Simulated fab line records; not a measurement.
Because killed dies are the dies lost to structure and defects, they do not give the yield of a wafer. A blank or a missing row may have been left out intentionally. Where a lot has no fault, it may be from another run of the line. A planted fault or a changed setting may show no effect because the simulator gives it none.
Matching of chambers    flow n5 finfet    3 sister chambers for N5_BEOL_M4_ILD_DEP_00 on pecvd-01
The step deposits SiOC from DEMS/O2, target thk 79 nm, time 15.3 s. 3 wafers are shown with their chamber, then 7 later ones without.

## WAFERS, EACH WITH ITS CHAMBER
wafer   chamber  throttle valve pct (%)
L091.5  1        11.1
L093.3  0        11.8
L093.5  2        12.0

## WAFERS WHOSE CHAMBER IS MISSING
wafer   throttle valve pct (%)
L093.6  11.5
L092.2  11.4
L092.3  11.6
L092.5  11.2
L094.1  11.6
L094.3  11.0
L094.5  11.9

## EACH ONE'S CHAMBER
wafer   from the rows above           in truth
L093.6  can't be placed: 0 or 1 or 2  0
L092.2  can't be placed: 1 or 0 or 2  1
L092.3  can't be placed: 0 or 2 or 1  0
L092.5  1                             1
L094.1  can't be placed: 0 or 2 or 1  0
L094.3  1                             1
L094.5  can't be placed: 0 or 2       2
2 of 7 placed correctly. Can't be placed from these rows: 5 (the true chamber is among the candidates in 5). 0 placed wrongly.
How it was worked out, from the rows above alone: a wafer's distance from a chamber is the root of the sum, over the readings, of the square of ((its reading less the chamber's mean) divided by the reading's scatter). If the next closest chamber is less than 2 further off than the closest, the wafer can't be placed; otherwise it belongs to the closest. A chamber's mean is the mean of its shown wafers. The scatter: with one shown wafer a chamber, the root of the mean of the squares of how far each hidden wafer lies from its nearest shown one.
